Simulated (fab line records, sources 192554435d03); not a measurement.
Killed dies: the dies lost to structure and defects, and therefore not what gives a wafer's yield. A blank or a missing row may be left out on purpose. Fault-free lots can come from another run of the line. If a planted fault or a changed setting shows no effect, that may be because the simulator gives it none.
Split-lot study    flow n5 finfet    route with 1938 steps; 7 lots, 21 wafers read

THE SPLIT
At N5_BEOL_M1_COAT_22 (resist thk 30 nm), the setting spin rpm was moved away from the recipe's 1500 rpm on 7 of the 21 wafers read, by -6.1% to +9.4%. All remaining wafers had this setting at the recipe value.

FROM THE SPLIT TO THE READING: what the file shows between them, 4 steps
- N5_BEOL_M1_EBR_24
- N5_BEOL_M1_SOFTBAKE_23: time 60 s
- N5_BEOL_M1_EXPOSE_25: exposes mask V0, defocus 5 nm, target cd 24 nm
- N5_BEOL_M1_PEB_26: peb time 60 s

THE READING
CAR-EUV_of_BEOL_M1_COAT_22.thk nm (the simulator's own value, which no gauge read), in nm, at N5_BEOL_M1_DEVELOP_27 (develop time 30 s). No usual value for it is given in the file. Across the 14 wafers here that went through the recipe, the average is 29.4 nm and the standard deviation 0.13 nm.

wafer   tool, chamber at the split  spin rpm as run, rpm  against the recipe  CAR-EUV_of_BEOL_M1_COAT_22.thk nm, nm  against lot-mates on the recipe
L076.3  litho track-01, 0           1500                  recipe              29.4                                   -
L076.6  litho track-01, 0           1500                  recipe              29.4                                   -
L076.4  litho track-01, 0           1419                  -5.4%               30.4                                   +1.0
L090.1  litho track-05, 0           1409                  -6.1%               30.4                                   +1.0
L090.2  litho track-05, 0           1409                  -6.1%               30.4                                   +1.0
L090.3  litho track-05, 0           1500                  recipe              29.4                                   -
L091.1  litho track-01, 0           1622                  +8.1%               28.4                                   -1.2
L091.6  litho track-01, 0           1622                  +8.1%               28.4                                   -1.2
L091.3  litho track-01, 0           1500                  recipe              29.6                                   -
L092.1  litho track-04, 0           1500                  recipe              29.2                                   -
L092.6  litho track-04, 0           1500                  recipe              29.2                                   -
L092.5  litho track-04, 0           1500                  recipe              29.4                                   -
L094.2  litho track-05, 0           1500                  recipe              29.4                                   -
L094.3  litho track-05, 0           1500                  recipe              29.4                                   -
L094.6  litho track-05, 0           1500                  recipe              29.4                                   -
L095.4  litho track-04, 0           1500                  recipe              29.6                                   -
L095.5  litho track-04, 0           1500                  recipe              29.6                                   -
L095.6  litho track-04, 0           1451                  -3.3%               30                                     +0.4
L096.1  litho track-01, 0           1641                  +9.4%               28.2                                   -1.4
L096.3  litho track-01, 0           1500                  recipe              29.6                                   -
L096.4  litho track-01, 0           1500                  recipe              29.6                                   -

FIT RESULTS
A straight line over all 21 wafers: CAR-EUV_of_BEOL_M1_COAT_22.thk nm changes by -0.142 nm for each +1% of spin rpm; r = -0.98; the points scatter about the line by 0.13 nm.
The same after taking each lot's own level away (the mean of its wafers on the recipe; 21 wafers): -0.154 nm for each +1%; r = -1.00; scatter 0.063 nm.
The reading moves by 1.5 nm for the largest change in spin rpm, on that fit.
Measured against the standard deviation above, the lots' own levels, which go from 29.27 to 29.60 nm, span 2.5 times it.
So the lot-to-lot level changes the slope little: the two slopes agree.
Check: for one of the wafers moved furthest among these (+9.4%), held out of the fit, the line's prediction against its lot-mates is -1.45 nm. Against them it came out at -1.4 nm.

THESE WAFERS: OTHER SPLITS
Other splits were also applied to these wafers ahead of the reading. Each is held against what the fit with the lots' levels taken away leaves over:
other split on the same wafers         wafers away from the commonest value  r with CAR-EUV_of_BEOL_M1_COAT_22.thk nm (lot level and that fit taken away)
N5_MOL_CONTACT_COAG_ETCH_47 source w   8                                     +0.20
N5_BEOL_M0_SAQP_SPACER1_ALD_98 temp c  8                                     +0.05
N5_BEOL_M0_SAQP_ETCH_107 bias w        7                                     -0.07
N5_BEOL_M0_ETCH_128 source w           6                                     +0.15
N5_BEOL_M0_ETCH_109 bias w             8                                     +0.36
N5_BEOL_M1_COAT_67 spin rpm            6                                     -0.03

THE WHOLE CHAIN: every reading that the file lists as answering this split, in the file's order
step                   what it does       reading                                                                             change (the file's fit)                r (the file's)
N5_BEOL_M1_COAT_22     resist thk 30 nm   CAR-EUV_of_BEOL_M1_COAT_22.thk nm (the simulator's own value, which no gauge read)  -0.14 nm for each +1% of the setting   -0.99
N5_BEOL_M1_DEVELOP_27  develop time 30 s  CAR-EUV_of_BEOL_M1_COAT_22.thk nm (the simulator's own value, which no gauge read)  -0.154 nm for each +1% of the setting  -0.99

FILE'S OWN FIT
CAR-EUV_of_BEOL_M1_COAT_22.thk nm changes by -0.154 nm for each +1% of spin rpm, r = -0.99.
